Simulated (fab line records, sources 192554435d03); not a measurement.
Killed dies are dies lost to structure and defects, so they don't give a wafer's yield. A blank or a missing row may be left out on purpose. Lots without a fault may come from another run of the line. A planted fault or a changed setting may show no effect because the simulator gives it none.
Chamber matching | flow n5_finfet | N5_BEOL_M0_ALD_136 on ald_metal-04: 4 sister chambers
The step deposits TaN, pulse time 2 s, purge time 3 s, co reactant purge time 2 s. 18 wafers are shown with their chamber, then 9 later ones without.

WAFERS WITH THEIR CHAMBER
wafer  | chamber | heater_power_w (W)
L075.2 | 0       | 444
L075.4 | 1       | 394
L075.6 | 1       | 412
L082.1 | 3       | 438
L082.3 | 1       | 393
L082.5 | 3       | 437
L087.3 | 3       | 445
L087.4 | 0       | 430
L087.5 | 2       | 395
L086.3 | 0       | 434
L086.4 | 2       | 395
L086.5 | 1       | 405
L089.2 | 1       | 392
L089.3 | 2       | 405
L089.5 | 1       | 411
L091.1 | 0       | 439
L091.2 | 3       | 432
L091.3 | 2       | 396

SIGNATURES (means of the wafers above)
reading        | chamber 0 | chamber 1 | chamber 2 | chamber 3 | scatter within a chamber
heater_power_w | 436.75    | 401.17    | 397.75    | 438.00    | 7.06
Rule: a wafer's distance from a chamber is the root of the sum, over the readings, of the square of ((its reading less the chamber's mean) divided by the reading's scatter). The wafer belongs to the nearest chamber; if the next one is less than 2 further off, it can't be placed. The scatter: the root of (the sum of the squares of (reading less its chamber's mean) over the shown wafers, divided by (wafers less chambers)).

WAFERS WITHOUT THEIR CHAMBER
wafer  | heater_power_w (W)
L095.2 | 405
L095.3 | 430
L095.4 | 435
L097.2 | 431
L097.4 | 434
L097.5 | 396
L096.1 | 428
L096.2 | 432
L096.4 | 392

WHICH CHAMBER EACH WENT THROUGH
wafer  | from the rows above     | in truth
L095.2 | can't be placed: 1 or 2 | 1
L095.3 | can't be placed: 0 or 3 | 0
L095.4 | can't be placed: 0 or 3 | 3
L097.2 | can't be placed: 0 or 3 | 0
L097.4 | can't be placed: 0 or 3 | 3
L097.5 | can't be placed: 2 or 1 | 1
L096.1 | can't be placed: 0 or 3 | 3
L096.2 | can't be placed: 0 or 3 | 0
L096.4 | can't be placed: 2 or 1 | 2
Placed correctly: 0 of 9. Can't be placed from these rows: 9 (the true chamber is among the candidates in 9). Placed wrongly: 0.
